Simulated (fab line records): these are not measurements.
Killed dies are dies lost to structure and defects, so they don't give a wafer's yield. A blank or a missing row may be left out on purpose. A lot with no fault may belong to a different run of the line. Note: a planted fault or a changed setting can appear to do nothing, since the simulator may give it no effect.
Chamber matching + flow n5_finfet + pecvd-03 running N5_BEOL_M10_ILD_DEP_00: 3 sister chambers
The step deposits SiCOH lowk from DEMS/porogen, target thk 308.51 nm, time 58 s. 14 wafers are shown with their chamber, then 7 later ones without.

## EACH WAFER AND ITS CHAMBER
| wafer  | chamber | heater_power_w (W) | throttle_valve_pct (%) | susceptor_temp_C (C) |
|--------|---------|--------------------|------------------------|----------------------|
| L075.1 | 0       | 283                | 13.6                   | 299.94               |
| L075.3 | 1       | 201                | 14.1                   | 299.92               |
| L075.5 | 0       | 241                | 13.6                   | 299.94               |
| L077.1 | 0       | 269                | 13.5                   | 300.30               |
| L077.3 | 1       | 194                | 14.2                   | 299.93               |
| L077.6 | 1       | 205                | 14.2                   | 300.06               |
| L078.1 | 0       | 245                | 13.5                   | 299.92               |
| L078.3 | 2       | 339                | 13.2                   | 299.83               |
| L078.6 | 0       | 242                | 13.4                   | 299.73               |
| L081.2 | 2       | 349                | 13.5                   | 299.95               |
| L081.3 | 0       | 280                | 13.4                   | 300.32               |
| L081.5 | 2       | 357                | 13.2                   | 300.31               |
| L079.1 | 2       | 363                | 13.0                   | 300.02               |
| L079.3 | 1       | 190                | 14.0                   | 299.94               |

SIGNATURES (averages over the wafers above)
| reading            | chamber 0 | chamber 1 | chamber 2 | scatter within a chamber |
|--------------------|-----------|-----------|-----------|--------------------------|
| heater_power_w     | 260.00    | 197.50    | 352.00    | 14.7                     |
| throttle_valve_pct | 13.500    | 14.125    | 13.225    | 0.133                    |
| susceptor_temp_C   | 300.0250  | 299.9625  | 300.0275  | 0.194                    |
Rule: for each reading, subtract the chamber's mean from the wafer's reading, divide by that reading's scatter and square the result; add these up over the readings and take the root, which gives the wafer's distance from the chamber. If the next closest chamber is less than 2 further off than the closest, the wafer can't be placed; otherwise it belongs to the closest. The scatter is the square root of a quotient: the sum, over the shown wafers, of each reading's squared deviation from its chamber's mean, divided by wafers minus chambers.

## WAFERS WITHOUT THEIR CHAMBER
| wafer  | heater_power_w (W) | throttle_valve_pct (%) | susceptor_temp_C (C) |
|--------|--------------------|------------------------|----------------------|
| L079.6 | 299                | 13.0                   | 300.06               |
| L084.2 | 358                | 13.4                   | 299.85               |
| L084.3 | 269                | 13.5                   | 300.00               |
| L084.5 | 275                | 13.3                   | 300.05               |
| L088.1 | 220                | 14.1                   | 299.92               |
| L088.3 | 368                | 13.2                   | 300.15               |
| L088.5 | 365                | 13.6                   | 300.55               |

## EACH ONE'S CHAMBER
| wafer  | from the rows above     | in truth |
|--------|-------------------------|----------|
| L079.6 | can't be placed: 2 or 0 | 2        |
| L084.2 | 2                       | 2        |
| L084.3 | 0                       | 0        |
| L084.5 | 0                       | 0        |
| L088.1 | 1                       | 1        |
| L088.3 | 2                       | 2        |
| L088.5 | 2                       | 2        |
Correctly placed: 6 of 7. From these rows, 1 cannot be placed; in 1 the true chamber is one of the candidates. Placed wrongly: 0.
